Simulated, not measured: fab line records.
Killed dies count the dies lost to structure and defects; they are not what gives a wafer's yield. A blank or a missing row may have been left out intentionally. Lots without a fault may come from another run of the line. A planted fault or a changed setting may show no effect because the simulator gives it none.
Chamber matching | flow n5Finfet | rieDiel-02 running N5_BEOL_M10_DESCUM_33: 4 sister chambers
The step chemistry O2, time 7.9 s. 14 wafers are shown with their chamber, then 7 later ones without.

== WAFERS PAIRED WITH THEIR CHAMBERS ==
wafer  | chamber | showerheadPlenumPTorr (Torr) | throttleValvePct (%) | drypumpMotorCurrentA (A)
L077.1 | 3       | 2.18                         | 21.01                | 5.1
L077.4 | 0       | 2.00                         | 20.30                | 6.1
L077.6 | 3       | 2.18                         | 21.01                | 5.1
L079.2 | 1       | 2.10                         | 20.58                | 5.2
L079.3 | 2       | 1.98                         | 20.96                | 5.3
L079.5 | 0       | 1.99                         | 20.33                | 6.1
L081.1 | 1       | 2.10                         | 20.59                | 5.3
L081.2 | 2       | 1.98                         | 20.97                | 5.3
L081.6 | 3       | 2.17                         | 21.02                | 5.1
L088.2 | 0       | 1.99                         | 20.36                | 6.2
L088.3 | 3       | 2.17                         | 21.04                | 5.1
L088.4 | 3       | 2.17                         | 21.05                | 5.1
L090.3 | 3       | 2.17                         | 21.03                | 5.1
L090.4 | 2       | 1.98                         | 20.99                | 5.3

SIGNATURES (averages over the wafers above)
reading               | chamber 0 | chamber 1 | chamber 2 | chamber 3 | scatter within a chamber
showerheadPlenumPTorr | 1.9933    | 2.1000    | 1.9800    | 2.1733    | 0.00447
throttleValvePct      | 20.3300   | 20.5850   | 20.9733   | 21.0267   | 0.0191
drypumpMotorCurrentA  | 6.133     | 5.250     | 5.300     | 5.100     | 0.0342
Rule: for a wafer and a chamber, the distance is found by dividing, reading by reading, the gap between the wafer's reading and the chamber's mean by the reading's scatter, squaring, summing and taking the root. The wafer belongs to the nearest chamber; if the next one is less than 2 further off, it can't be placed. The scatter: take each reading less its chamber's mean, square it, sum over the shown wafers, divide by the number of wafers less the number of chambers, and take the root.

== WAFERS WITHOUT THEIR CHAMBER ==
wafer  | showerheadPlenumPTorr (Torr) | throttleValvePct (%) | drypumpMotorCurrentA (A)
L090.6 | 1.99                         | 20.36                | 6.1
L092.3 | 1.98                         | 20.35                | 6.1
L092.5 | 2.17                         | 21.05                | 5.1
L092.6 | 2.09                         | 20.61                | 5.2
L094.3 | 1.98                         | 20.38                | 6.1
L094.5 | 1.98                         | 20.38                | 6.1
L094.6 | 2.24                         | 20.64                | 5.3

== CHAMBER TAKEN BY EACH ==
wafer  | from the rows above | in truth
L090.6 | 0                   | 0
L092.3 | 0                   | 0
L092.5 | 3                   | 3
L092.6 | 1                   | 1
L094.3 | 0                   | 0
L094.5 | 0                   | 0
L094.6 | 3                   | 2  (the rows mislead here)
Placed correctly: 6 of 7. Can't be placed from these rows: 0. Wrongly placed: 1.
